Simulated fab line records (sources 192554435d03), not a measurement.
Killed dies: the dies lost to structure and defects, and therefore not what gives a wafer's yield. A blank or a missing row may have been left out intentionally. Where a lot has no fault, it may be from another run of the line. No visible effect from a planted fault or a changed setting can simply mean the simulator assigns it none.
fab line records	flow n5_finfet
[record] lots = 24	wafers = 72	last_day = 17
route steps=1938 shown BEOL_M1@800 BEOL_M2@856 BEOL_M3@946
lots that met no fault: from a run of the same line without faults
start_h: hours from the record's first day to the start of the lot's first wafer shown	wait_h: how many hours have passed since the lot's step before this one	" the same as in the row above	L1.1+2: one row covering several wafers at once	- either no value or no given start	* or withheld: withheld	< > ~ a bound
route shown NAME@n: NAME is a module with steps in the file, n the number in the route of the first one	usual: mean/standard deviation taken from wafers without a fault	same: alike in all rows	chamber/n: place in a boat	sites: the reading at each site	_std_site: the values' standard deviation	_edge_site: outer sites' mean less inner sites'	radius_mm: how far each site lies from the wafer's centre	mask NAME#n: copy n	behind: the last tool/chamber to shape the wafer	hold: why the lot was held/for how many hours/how that ended	device: the n, p or np transistor that did not switch	end of line: tests run on the same wafers once the route is complete	a step with no rows: only its recipe	killed: at the first sort, the dies lost to defects and structure; wafer yield is something else	map: a wafer's dies, marking killed ones x, the rest . and places with no die _
set.NAME: the setting as run; set.NAME@STEP: as run at that earlier step	model.NAME: the simulator's own value behind a step, which no gauge read
one table for each step of the route and one row for each wafer, over a sample of lots
services: the hour from which a tool's chamber was out of use, counted from the record's first day as start_h (under 0 if before that day), plus the number of hours and why
[[steps]]
[step N5_BEOL_M1_TRENCH_ETCH_37]
[recipe] chemistry = C4F6/O2	target_depth_a = 552.07	target = SiOC	time_s = 29	ion_energy_ev = 250	pressure_mtorr = 30	source_w = 355	bias_w = 185	Ar_flow_sccm = 300	C4F6_flow_sccm = 10	O2_flow_sccm = 10
[usual] drypump_motor_current_A = 5.8/0.39	mfc_ar_sccm = 300.1/0.88	oes_product_au = 0.75/0.065	rf_vpp_V = 667/8.1	showerhead_plenum_p_Torr = 2.84/0.069	throttle_valve_pct = 20.94/0.2
lot.wafer	tool	chamber	start_h	wait_h	drypump_motor_current_A	mfc_ar_sccm	oes_product_au	rf_hours_counter_h	rf_vpp_V	showerhead_plenum_p_Torr	throttle_valve_pct
L074.2	rie_diel-04	0	-	-	5.2	299.3	0.73	176	673	2.74	20.99
L074.3	"	3	"	"	5.2	300.4	0.70	231	673	2.83	20.70
L074.5	"	2	"	"	6.2	299.5	0.75	-	662	2.87	21.14
L075.1	rie_diel-02	0	-	-	5.8	300.5	0.74	192	675	2.82	21.01
L075.3	"	2	"	"	6.3	298.5	0.74	156	667	2.95	20.89
L075.5	"	3	"	"	5.8	300.5	0.72	-	660	2.83	20.72
L076.1	rie_diel-04	1	-	-	5.2	300.4	0.90	26	678	2.92	20.90
L076.4	"	0	"	"	5.3	300.4	0.73	182	673	2.73	21.00
L076.6	"	2	"	"	6.2	300.1	0.75	-	661	2.86	21.17
L077.2	rie_diel-05	3	-	-	6.1	301.8	0.80	86	659	2.77	20.81
L077.5	"	2	"	"	5.3	299.6	0.71	-	651	2.95	20.70
L077.6	"	3	"	"	6.1	300.3	0.80	-	660	2.77	20.80
L078.1	rie_diel-02	1	-	-	6.0	300.8	0.78	100	665	2.76	21.19
L078.2	"	2	"	"	6.3	299.4	0.74	157	668	2.95	20.88
L078.4	"	0	"	"	5.7	299.9	0.73	193	675	2.82	21.03
L079.1	rie_diel-04	2	-	-	6.3	301.2	0.75	151	660	2.86	21.19
L079.2	"	3	"	"	5.2	300.5	0.71	239	674	2.82	20.71
L079.5	"	1	"	"	5.2	300.7	0.89	-	678	2.91	20.92
L081.2	rie_diel-02	2	-	-	6.3	301.2	0.72	165	667	2.94	20.90
L081.4	"	0	"	"	5.8	301.4	0.73	-	676	2.82	21.01
L081.5	"	1	"	"	6.0	300.0	0.77	-	667	2.76	21.20
L080.2	rie_diel-04	2	-	-	6.2	300.9	0.74	157	662	2.86	21.19
L080.3	"	1	"	"	5.2	300.4	0.88	34	679	2.91	20.90
L080.4	"	3	"	"	5.3	299.5	0.69	244	674	2.82	20.71
L082.1	rie_diel-04	0	-	-	5.2	299.3	0.73	189	673	2.73	21.00
L082.3	"	1	"	"	5.2	301.9	0.89	35	678	2.91	20.91
L082.6	"	3	"	"	5.2	299.6	0.69	-	675	2.82	20.71
L083.1	rie_diel-02	1	-	-	6.1	299.2	0.77	114	666	2.75	21.21
L083.2	"	2	"	"	6.3	300.2	0.72	171	666	2.94	20.91
L083.3	"	0	"	"	5.8	299.3	0.73	207	674	2.82	21.04
L084.2	rie_diel-04	3	-	-	5.3	300.1	0.69	250	672	2.82	20.72
L084.5	"	3	"	"	5.3	299.9	0.69	-	673	2.82	20.73
L084.6	"	1	"	"	5.2	299.4	0.88	-	677	2.91	20.90
L085.1	rie_diel-05	2	-	-	5.3	299.6	0.70	191	651	2.94	20.73
L085.4	"	1	"	"	6.3	301.7	0.67	229	645	2.93	20.85
L085.5	"	1	"	"	6.3	301.8	0.67	-	645	2.93	20.83
L086.2	rie_diel-02	0	-	-	5.8	298.8	0.73	213	675	2.82	21.04
L086.4	"	1	"	"	6.0	300.3	0.76	120	668	2.75	21.22
L086.6	"	1	"	"	6.0	298.6	0.76	-	668	2.75	21.20
L087.1	rie_diel-05	1	-	-	6.3	299.5	0.68	234	645	2.93	20.85
L087.3	"	0	"	"	6.1	301.1	0.83	75	668	2.87	20.95
L087.5	"	2	"	"	5.3	297.9	0.71	-	651	2.94	20.72
L088.1	rie_diel-02	2	-	-	6.3	299.4	0.71	181	667	2.93	20.92
L088.2	"	1	"	"	6.0	301.0	0.76	124	667	2.75	21.22
L088.4	"	3	"	"	5.8	300.4	0.70	234	659	2.82	20.76
L089.2	rie_diel-02	1	-	-	6.0	299.1	0.76	126	667	2.75	21.22
L089.3	"	3	"	"	5.8	300.3	0.70	235	658	2.82	20.75
L089.5	"	0	"	"	5.8	299.2	0.72	-	675	2.81	21.06
L090.2	rie_diel-02	0	-	-	5.7	299.9	0.73	221	675	2.81	21.06
L090.3	"	2	"	"	6.3	301.4	0.71	184	667	2.93	20.95
L090.4	"	3	"	"	5.9	300.0	0.70	237	659	2.82	20.75
L091.3	rie_diel-02	3	-	-	5.8	301.3	0.70	239	659	2.82	20.76
L091.4	"	0	"	"	5.8	299.9	0.72	223	675	2.81	21.07
L091.6	"	3	"	"	5.8	299.4	0.70	-	658	2.82	20.75
L092.1	rie_diel-04	0	-	-	5.2	298.9	0.70	210	671	2.72	21.03
L092.2	"	3	"	"	5.3	298.9	0.97	7	674	2.82	20.32
L092.5	"	0	"	"	5.2	300.2	0.70	-	672	2.72	21.06
L093.4	rie_diel-04	3	-	-	5.3	298.6	0.97	8	672	2.82	20.32
L093.5	"	0	"	"	5.2	300.4	0.71	-	673	2.72	21.05
L093.6	"	3	"	"	5.3	298.7	0.97	-	675	2.82	20.32
L094.2	rie_diel-02	3	-	-	5.8	299.9	0.70	242	659	2.82	20.77
L094.3	"	0	"	"	5.8	300.9	0.71	226	676	2.81	21.06
L094.4	"	2	"	"	6.2	299.0	0.71	189	666	2.93	20.95
L095.1	rie_diel-02	0	-	-	5.8	300.7	0.72	227	675	2.81	21.07
L095.4	"	2	"	"	6.3	300.7	0.70	190	667	2.93	20.95
L095.5	"	3	"	"	5.8	298.6	0.71	-	658	2.82	20.76
L096.1	rie_diel-02	3	-	-	5.9	299.0	0.71	246	658	2.82	20.78
L096.2	"	1	"	"	6.0	302.0	0.75	137	666	2.74	21.24
L096.6	"	3	"	"	5.9	298.0	0.70	-	660	2.82	20.78
L097.1	rie_diel-05	0	-	-	6.1	299.7	0.81	90	666	2.86	20.96
L097.3	"	2	"	"	5.3	300.6	0.70	210	650	2.93	20.72
L097.5	"	0	"	"	6.0	300.5	0.81	-	668	2.86	20.96
[step N5_BEOL_M1_SPUTTER_90]
[recipe] material = Cu	target_thk_a = 45	temp_c = -20	chamber_pressure_pa = 0.07	power_w = withheld	time_s = 8.29
[usual] chuck_sensor_temp_C = -15.7/0.51	throttle_valve_pct = 30.5/0.84
lot.wafer	tool	chamber	start_h	wait_h	chuck_sensor_temp_C	throttle_valve_pct
L074.2	pvd_sputter-03	-	124.65	0.1	-14.9	29.8
L074.3	"	-	"	"	-15.8	31.5
L074.5	"	-	"	"	-15.9	31.1
L075.1	pvd_sputter-01	-	141.18	0.1	-16.2	30.3
L075.3	"	-	"	"	-16.3	30.3
L075.5	"	-	"	"	-15.6	31.3
L076.1	pvd_sputter-03	-	143.93	0.1	-14.9	29.6
L076.4	"	-	"	"	-16.2	29.8
L076.6	"	-	"	"	-14.9	29.3
L077.2	pvd_sputter-01	-	144.19	0.1	-16.4	30.5
L077.5	"	-	"	"	-16.5	30.5
L077.6	"	-	"	"	-15.5	31.4
L078.1	pvd_sputter-02	-	144.39	0.1	-14.9	30.0
L078.2	"	-	"	"	-15.5	31.6
L078.4	"	-	"	"	-15.4	30.8
L079.1	pvd_sputter-03	-	150.92	0.1	-16.1	29.9
L079.2	"	-	"	"	-15.0	29.7
L079.5	"	-	"	"	-16.4	29.7
L081.2	pvd_sputter-02	-	166.20	0.1	-15.5	31.5
L081.4	"	-	"	"	-15.4	31.4
L081.5	"	-	"	"	-15.0	29.7
L080.2	pvd_sputter-02	-	169.80	0.1	-15.6	31.7
L080.3	"	-	"	"	-15.1	29.8
L080.4	"	-	"	"	-15.5	29.4
L082.1	pvd_sputter-02	-	175.33	0.1	-15.0	30.0
L082.3	"	-	"	"	-15.4	31.6
L082.6	"	-	"	"	-15.6	29.5
L083.1	pvd_sputter-03	-	183.83	0.1	-15.0	29.9
L083.2	"	-	"	"	-16.1	29.4
L083.3	"	-	"	"	-16.4	29.4
L084.2	pvd_sputter-01	-	188.38	0.1	-16.2	30.1
L084.5	"	-	"	"	-16.3	30.3
L084.6	"	-	"	"	-16.4	31.8
L085.1	pvd_sputter-02	-	196.17	0.1	-15.6	29.4
L085.4	"	-	"	"	-15.6	31.2
L085.5	"	-	"	"	-14.9	29.6
L086.2	pvd_sputter-01	-	203.49	0.1	-16.3	31.6
L086.4	"	-	"	"	-16.3	30.4
L086.6	"	-	"	"	-16.2	30.4
L087.1	pvd_sputter-03	-	216.33	0.1	-14.9	29.4
L087.3	"	-	"	"	-16.3	29.3
L087.5	"	-	"	"	-14.9	29.7
L088.1	pvd_sputter-03	-	219.37	0.1	-16.2	29.7
L088.2	"	-	"	"	-15.0	29.8
L088.4	"	-	"	"	-16.3	29.4
L089.2	pvd_sputter-01	-	223.51	0.1	-15.7	31.6
L089.3	"	-	"	"	-16.3	30.3
L089.5	"	-	"	"	-16.2	29.7
L090.2	pvd_sputter-01	-	227.04	0.1	-15.6	31.4
L090.3	"	-	"	"	-16.4	32.1
L090.4	"	-	"	"	-16.2	30.3
L091.3	pvd_sputter-01	-	234.31	0.1	-16.4	30.4
L091.4	"	-	"	"	-16.3	32.1
L091.6	"	-	"	"	-15.6	31.2
L092.1	pvd_sputter-03	-	236.70	0.1	-16.1	29.6
L092.2	"	-	"	"	-14.8	29.7
L092.5	"	-	"	"	-15.7	31.2
L093.4	pvd_sputter-02	-	241.62	0.1	-15.7	29.7
L093.5	"	-	"	"	-15.1	30.6
L093.6	"	-	"	"	-15.1	29.8
L094.2	pvd_sputter-02	-	248.70	0.1	-14.7	29.9
L094.3	"	-	"	"	-15.7	29.5
L094.4	"	-	"	"	-15.4	31.5
L095.1	pvd_sputter-02	-	251.68	0.1	-15.4	30.6
L095.4	"	-	"	"	-15.4	31.3
L095.5	"	-	"	"	-15.4	31.7
L096.1	pvd_sputter-02	-	263.83	0.1	-15.7	29.6
L096.2	"	-	"	"	-15.3	30.6
L096.6	"	-	"	"	-15.3	30.7
L097.1	pvd_sputter-01	-	265.31	0.1	-16.3	32.1
L097.3	"	-	"	"	-15.6	31.4
L097.5	"	-	"	"	-16.5	31.7
[step N5_BEOL_M2_INSPECT_13]
[recipe] mode = adi	inspect_instrument = brightfield
[usual] raw_defect_count = 399/95
lot.wafer	tool	chamber	start_h	wait_h	raw_defect_count
L074.2	defect_inspect-01	-	127.50	0.0	290
L074.3	"	-	"	"	378
L074.5	"	-	"	"	303
L075.1	defect_inspect-02	-	145.23	0.1	348
L075.3	"	-	"	"	431
L075.5	"	-	"	"	333
L076.1	defect_inspect-01	-	146.44	0.1	330
L076.4	"	-	"	"	438
L076.6	"	-	"	"	471
L077.2	defect_inspect-01	-	146.62	0.0	680
L077.5	"	-	"	"	604
L077.6	"	-	"	"	612
L078.1	defect_inspect-02	-	148.76	0.1	410
L078.2	"	-	"	"	506
L078.4	"	-	"	"	359
L079.1	defect_inspect-02	-	155.30	0.1	380
L079.2	"	-	"	"	262
L079.5	"	-	"	"	371
L081.2	defect_inspect-02	-	168.81	0.0	457
L081.4	"	-	"	"	454
L081.5	"	-	"	"	496
L080.2	defect_inspect-01	-	172.96	0.0	286
L080.3	"	-	"	"	258
L080.4	"	-	"	"	441
L082.1	defect_inspect-01	-	178.86	0.1	407
L082.3	"	-	"	"	438
L082.6	"	-	"	"	353
L083.1	defect_inspect-02	-	187.01	0.1	336
L083.2	"	-	"	"	460
L083.3	"	-	"	"	418
L084.2	defect_inspect-01	-	192.33	0.0	403
L084.5	"	-	"	"	462
L084.6	"	-	"	"	534
L085.1	defect_inspect-02	-	198.88	0.1	395
L085.4	"	-	"	"	282
L085.5	"	-	"	"	310
L086.2	defect_inspect-02	-	206.21	0.0	694
L086.4	"	-	"	"	291
L086.6	"	-	"	"	358
L087.1	defect_inspect-01	-	219.32	0.1	495
L087.3	"	-	"	"	567
L087.5	"	-	"	"	333
L088.1	defect_inspect-01	-	223.67	0.1	400
L088.2	"	-	"	"	286
L088.4	"	-	"	"	482
L089.2	defect_inspect-01	-	226.15	0.0	407
L089.3	"	-	"	"	347
L089.5	"	-	"	"	320
L090.2	defect_inspect-01	-	230.70	0.0	301
L090.3	"	-	"	"	382
L090.4	"	-	"	"	336
L091.3	defect_inspect-02	-	238.66	0.0	416
L091.4	"	-	"	"	411
L091.6	"	-	"	"	233
L092.1	defect_inspect-02	-	240.31	0.1	385
L092.2	"	-	"	"	506
L092.5	"	-	"	"	510
L093.4	defect_inspect-01	-	244.19	0.0	365
L093.5	"	-	"	"	469
L093.6	"	-	"	"	408
L094.2	defect_inspect-01	-	251.19	0.0	274
L094.3	"	-	"	"	439
L094.4	"	-	"	"	355
L095.1	defect_inspect-01	-	254.15	0.1	249
L095.4	"	-	"	"	475
L095.5	"	-	"	"	460
L096.1	defect_inspect-02	-	266.82	0.1	357
L096.2	"	-	"	"	337
L096.6	"	-	"	"	395
L097.1	defect_inspect-01	-	267.73	0.1	404
L097.3	"	-	"	"	405
L097.5	"	-	"	"	437
[step N5_BEOL_M2_DESCUM_33]
[recipe] chemistry = O2	time_s = 7	source_power_w = 50	bias_power_w = 20	pressure_mtorr = 20	rf_frequency_hz = 2.712e+07	temp_c = 40	resist = CAR-EUV	o2_flow_sccm = 225
[usual] drypump_motor_current_A = 5.6/0.52	oes_product_au = 0.79/0.08	rf_vpp_V = 243.2/1.5	showerhead_plenum_p_Torr = 2.11/0.079	throttle_valve_pct = 20.49/0.22
lot.wafer	tool	chamber	start_h	wait_h	drypump_motor_current_A	oes_product_au	rf_hours_counter_h	rf_vpp_V	showerhead_plenum_p_Torr	throttle_valve_pct
L074.2	rie_diel-01	0	128.63	0.0	5.6	0.73	194	243.6	2.08	20.61
L074.3	"	1	"	"	5.8	0.68	246	242.0	2.06	20.60
L074.5	"	2	"	"	5.1	0.80	-	244.4	2.20	20.68
L075.1	rie_diel-06	1	146.74	0.2	5.3	0.81	91	244.4	2.14	20.54
L075.3	"	2	"	"	5.2	0.82	100	241.8	2.04	20.59
L075.5	"	1	"	"	5.4	0.81	-	244.5	2.14	20.54
L076.1	rie_diel-03	1	147.66	0.0	4.8	0.82	89	242.4	2.03	20.09
L076.4	"	0	"	"	6.3	0.71	215	244.6	2.17	20.72
L076.6	"	0	"	"	6.3	0.70	-	245.2	2.17	20.69
L077.2	rie_diel-03	0	147.87	0.0	6.3	0.70	215	244.8	2.17	20.71
L077.5	"	3	"	"	5.8	0.99	-	243.9	2.15	20.44
L077.6	"	0	"	"	6.3	0.70	-	243.7	2.17	20.71
L078.1	rie_diel-01	3	150.04	0.0	6.5	0.87	38	244.6	2.23	20.17
L078.2	"	2	"	"	5.1	0.79	99	244.2	2.20	20.69
L078.4	"	0	"	"	5.6	0.72	-	243.1	2.07	20.63
L079.1	rie_diel-01	0	156.49	0.0	5.6	0.73	204	242.0	2.07	20.63
L079.2	"	2	"	"	5.1	0.80	102	245.0	2.20	20.70
L079.5	"	3	"	"	6.5	0.87	-	244.7	2.23	20.17
L081.2	rie_diel-03	3	169.87	0.1	5.8	0.97	11	243.5	2.15	20.46
L081.4	"	0	"	"	6.3	0.69	222	243.3	2.17	20.72
L081.5	"	1	"	"	4.9	0.80	-	242.8	2.03	20.10
L080.2	rie_diel-01	2	173.99	0.0	5.1	0.78	108	246.1	2.19	20.71
L080.3	"	3	"	"	6.5	0.86	48	245.7	2.22	20.17
L080.4	"	1	"	"	5.8	0.97	4	241.9	2.06	20.24
L082.1	rie_diel-01	3	179.77	0.0	6.5	0.85	51	245.2	2.22	20.19
L082.3	"	2	"	"	5.1	0.78	111	243.7	2.19	20.68
L082.6	"	2	"	"	5.1	0.77	-	243.9	2.19	20.71
L083.1	rie_diel-03	2	188.08	0.2	5.8	0.71	212	239.1	1.99	20.61
L083.2	"	3	"	"	5.8	0.95	16	242.7	2.15	20.46
L083.3	"	1	"	"	4.8	0.81	102	242.3	2.03	20.12
L084.2	rie_diel-01	3	193.50	0.0	6.5	0.84	56	245.4	2.22	20.18
L084.5	"	3	"	"	6.5	0.85	-	244.5	2.22	20.20
L084.6	"	0	"	"	5.6	0.71	-	243.1	2.07	20.66
L085.1	rie_diel-01	0	200.53	0.0	5.6	0.71	219	243.6	2.07	20.66
L085.4	"	2	"	"	5.1	0.78	120	243.2	2.19	20.73
L085.5	"	3	"	"	6.5	0.84	-	244.9	2.22	20.18
L086.2	rie_diel-01	1	207.12	0.0	5.7	0.91	16	241.9	2.05	20.24
L086.4	"	2	"	"	5.1	0.78	121	244.1	2.19	20.72
L086.6	"	0	"	"	5.6	0.72	-	242.7	2.07	20.65
L087.1	rie_diel-06	0	220.92	0.7	5.1	0.73	200	243.1	2.15	20.66
L087.3	"	1	"	"	5.4	0.78	117	245.4	2.13	20.57
L087.5	"	1	"	"	5.4	0.80	-	243.3	2.13	20.58
L088.1	rie_diel-03	2	225.34	0.6	5.8	0.70	229	240.9	1.98	20.65
L088.2	"	0	"	"	6.2	0.70	234	244.6	2.16	20.71
L088.4	"	2	"	"	5.8	0.70	-	241.0	1.98	20.62
L089.2	rie_diel-03	3	227.19	0.0	5.8	0.91	34	242.9	2.14	20.49
L089.3	"	0	"	"	6.3	0.70	235	244.9	2.16	20.71
L089.5	"	2	"	"	5.8	0.70	-	241.2	1.98	20.64
L090.2	rie_diel-06	2	231.87	0.1	5.2	0.78	130	242.3	2.03	20.63
L090.3	"	0	"	"	5.1	0.71	205	244.6	2.15	20.65
L090.4	"	1	"	"	5.4	0.77	121	242.8	2.13	20.59
L091.3	rie_diel-01	0	239.70	0.0	5.6	0.70	232	242.0	2.06	20.68
L091.4	"	3	"	"	6.5	0.83	72	244.8	2.22	20.21
L091.6	"	2	"	"	5.1	0.76	-	245.0	2.19	20.72
L092.1	rie_diel-06	3	241.38	0.2	4.9	0.79	100	241.5	2.03	20.22
L092.2	"	0	"	"	5.0	0.71	207	244.9	2.15	20.64
L092.5	"	3	"	"	4.9	0.79	-	242.2	2.03	20.21
L093.4	rie_diel-03	3	245.09	0.0	5.8	0.90	38	242.9	2.14	20.50
L093.5	"	2	"	"	5.8	0.70	-	240.1	1.98	20.64
L093.6	"	1	"	"	4.9	0.78	-	242.9	2.02	20.14
L094.2	rie_diel-01	1	254.28	0.7	5.8	0.88	32	241.1	2.05	20.28
L094.3	"	2	"	"	5.1	0.76	138	244.6	2.18	20.73
L094.4	"	3	"	"	6.5	0.82	77	245.7	2.21	20.23
L095.1	rie_diel-03	2	255.59	0.2	5.8	0.69	240	240.4	1.98	20.65
L095.4	"	1	"	"	4.8	0.78	123	243.5	2.02	20.14
L095.5	"	2	"	"	5.8	0.70	-	242.1	1.98	20.66
L096.1	rie_diel-01	3	267.72	0.0	6.5	0.82	82	244.5	2.21	20.23
L096.2	"	0	"	"	5.6	0.70	241	243.8	2.06	20.69
L096.6	"	0	"	"	5.6	0.70	-	241.6	2.06	20.70
L097.1	rie_diel-06	3	268.80	0.0	4.9	0.79	110	242.5	2.03	20.23
L097.3	"	0	"	"	5.0	0.71	218	245.1	2.15	20.67
L097.5	"	3	"	"	4.9	0.78	-	241.8	2.03	20.22
[step N5_BEOL_M2_ANNEAL_49]
[recipe] temp_c = 400	time_s = 240	ambient = vacuum
[usual] heater_power_w = 878/110
lot.wafer	tool	chamber	start_h	wait_h	heater_power_w
L074.2	pvd_sputter-02	-	140.02	0.0	828
L074.3	"	-	"	"	779
L074.5	"	-	"	"	1025
L075.1	pvd_sputter-02	-	152.50	0.0	1017
L075.3	"	-	"	"	833
L075.5	"	-	"	"	819
L076.1	pvd_sputter-03	-	152.71	0.0	777
L076.4	"	-	"	"	905
L076.6	"	-	"	"	885
L077.2	pvd_sputter-01	-	152.83	0.0	1083
L077.5	"	-	"	"	853
L077.6	"	-	"	"	1096
L078.1	pvd_sputter-02	-	154.42	0.0	1021
L078.2	"	-	"	"	806
L078.4	"	-	"	"	1021
L079.1	pvd_sputter-02	-	162.14	0.0	802
L079.2	"	-	"	"	992
L079.5	"	-	"	"	1035
L081.2	pvd_sputter-01	-	174.89	0.0	836
L081.4	"	-	"	"	652
L081.5	"	-	"	"	640
L080.2	pvd_sputter-02	-	177.02	0.0	1007
L080.3	"	-	"	"	810
L080.4	"	-	"	"	1049
L082.1	pvd_sputter-01	-	184.59	0.0	807
L082.3	"	-	"	"	833
L082.6	"	-	"	"	815
L083.1	pvd_sputter-02	-	199.11	0.0	816
L083.2	"	-	"	"	999
L083.3	"	-	"	"	1034
L084.2	pvd_sputter-03	-	199.41	0.0	817
L084.5	"	-	"	"	1020
L084.6	"	-	"	"	823
L085.1	pvd_sputter-03	-	202.17	0.0	987
L085.4	"	-	"	"	776
L085.5	"	-	"	"	888
L086.2	pvd_sputter-03	-	213.47	0.0	812
L086.4	"	-	"	"	772
L086.6	"	-	"	"	971
L087.1	pvd_sputter-02	-	224.96	0.0	798
L087.3	"	-	"	"	809
L087.5	"	-	"	"	1034
L088.1	pvd_sputter-03	-	227.60	0.0	769
L088.2	"	-	"	"	998
L088.4	"	-	"	"	808
L089.2	pvd_sputter-02	-	230.69	0.0	1024
L089.3	"	-	"	"	832
L089.5	"	-	"	"	1039
L090.2	pvd_sputter-01	-	235.66	0.0	826
L090.3	"	-	"	"	657
L090.4	"	-	"	"	1089
L091.3	pvd_sputter-01	-	244.75	0.0	1076
L091.4	"	-	"	"	673
L091.6	"	-	"	"	815
L092.1	pvd_sputter-03	-	245.76	0.0	780
L092.2	"	-	"	"	820
L092.5	"	-	"	"	771
L093.4	pvd_sputter-01	-	248.23	0.0	646
L093.5	"	-	"	"	827
L093.6	"	-	"	"	818
L094.2	pvd_sputter-03	-	257.60	0.0	1022
L094.3	"	-	"	"	766
L094.4	"	-	"	"	856
L095.1	pvd_sputter-02	-	260.61	0.0	796
L095.4	"	-	"	"	1026
L095.5	"	-	"	"	815
L096.1	pvd_sputter-03	-	270.98	0.0	819
L096.2	"	-	"	"	1015
L096.6	"	-	"	"	796
L097.1	pvd_sputter-03	-	274.54	0.0	794
L097.3	"	-	"	"	757
L097.5	"	-	"	"	900
[step N5_BEOL_M3_INSPECT_13]
[recipe] mode = adi	inspect_instrument = brightfield
[usual] raw_defect_count = 403/81
lot.wafer	tool	chamber	start_h	wait_h	raw_defect_count
L074.2	defect_inspect-02	-	143.47	0.0	480
L074.3	"	-	"	"	453
L074.5	"	-	"	"	446
L075.1	defect_inspect-02	-	156.15	0.1	398
L075.3	"	-	"	"	472
L075.5	"	-	"	"	443
L076.1	defect_inspect-01	-	156.72	0.1	315
L076.4	"	-	"	"	286
L076.6	"	-	"	"	483
L077.2	defect_inspect-02	-	156.76	0.0	332
L077.5	"	-	"	"	407
L077.6	"	-	"	"	306
L078.1	defect_inspect-01	-	157.92	0.1	354
L078.2	"	-	"	"	470
L078.4	"	-	"	"	405
L079.1	defect_inspect-01	-	167.42	0.1	400
L079.2	"	-	"	"	374
L079.5	"	-	"	"	471
L081.2	defect_inspect-01	-	178.96	0.0	327
L081.4	"	-	"	"	396
L081.5	"	-	"	"	363
L080.2	defect_inspect-02	-	181.73	0.0	488
L080.3	"	-	"	"	405
L080.4	"	-	"	"	425
L082.1	defect_inspect-02	-	189.73	0.1	351
L082.3	"	-	"	"	492
L082.6	"	-	"	"	474
L083.1	defect_inspect-02	-	203.16	0.1	469
L083.2	"	-	"	"	380
L083.3	"	-	"	"	496
L084.2	defect_inspect-02	-	204.07	0.0	506
L084.5	"	-	"	"	504
L084.6	"	-	"	"	348
L085.1	defect_inspect-02	-	206.01	0.1	483
L085.4	"	-	"	"	493
L085.5	"	-	"	"	517
L086.2	defect_inspect-02	-	217.67	0.0	504
L086.4	"	-	"	"	526
L086.6	"	-	"	"	397
L087.1	defect_inspect-02	-	230.36	0.1	363
L087.3	"	-	"	"	325
L087.5	"	-	"	"	451
L088.1	defect_inspect-02	-	233.07	0.1	336
L088.2	"	-	"	"	408
L088.4	"	-	"	"	417
L089.2	defect_inspect-02	-	235.08	0.0	568
L089.3	"	-	"	"	479
L089.5	"	-	"	"	351
L090.2	defect_inspect-02	-	240.16	0.0	421
L090.3	"	-	"	"	432
L090.4	"	-	"	"	355
L091.3	defect_inspect-02	-	248.57	0.0	353
L091.4	"	-	"	"	369
L091.6	"	-	"	"	410
L092.1	defect_inspect-01	-	250.44	0.1	446
L092.2	"	-	"	"	410
L092.5	"	-	"	"	502
L093.4	defect_inspect-02	-	253.22	0.0	303
L093.5	"	-	"	"	307
L093.6	"	-	"	"	428
L094.2	defect_inspect-01	-	263.54	0.1	259
L094.3	"	-	"	"	310
L094.4	"	-	"	"	313
L095.1	defect_inspect-01	-	265.27	0.1	352
L095.4	"	-	"	"	308
L095.5	"	-	"	"	347
L096.1	defect_inspect-01	-	274.80	0.1	253
L096.2	"	-	"	"	293
L096.6	"	-	"	"	359
L097.1	defect_inspect-02	-	278.46	0.1	568
L097.3	"	-	"	"	418
L097.5	"	-	"	"	529
[[services]]
tool	chamber	start_h	hours	kind
rie_diel-04	3	102.34	4.6	repair
rie_diel-02	2	104.30	10.3	repair
rie_diel-05	3	106.16	6.8	repair
pvd_sputter-03	-	121.68	0.6	repair
pvd_sputter-02	-	124.42	3.5	repair
rie_diel-05	1	139.32	17.3	repair
rie_diel-03	2	140.46	3.9	repair
rie_diel-02	3	143.02	4.5	repair
rie_diel-04	0	150.47	3.8	repair
rie_diel-02	3	155.23	9.1	repair
rie_diel-04	2	180.80	8.5	repair
rie_diel-03	0	187.82	10.9	repair
rie_diel-06	0	188.36	17.2	repair
rie_diel-03	1	213.27	14.2	repair
rie_diel-03	0	218.88	6.2	repair
rie_diel-04	1	229.69	7.4	repair
rie_diel-06	1	254.91	6.7	repair
rie_diel-06	3	258.08	2.7	repair
rie_diel-05	3	265.18	6.2	repair
rie_diel-02	3	267.81	-	clean
rie_diel-02	3	267.81	-	consumable_replace:focus_ring
rie_diel-02	3	267.81	36.6	scheduled_down
rie_diel-02	3	267.81	36.6	vent_cycle
rie_diel-04	-	273.42	14.6	pm
[[key]]
fault none
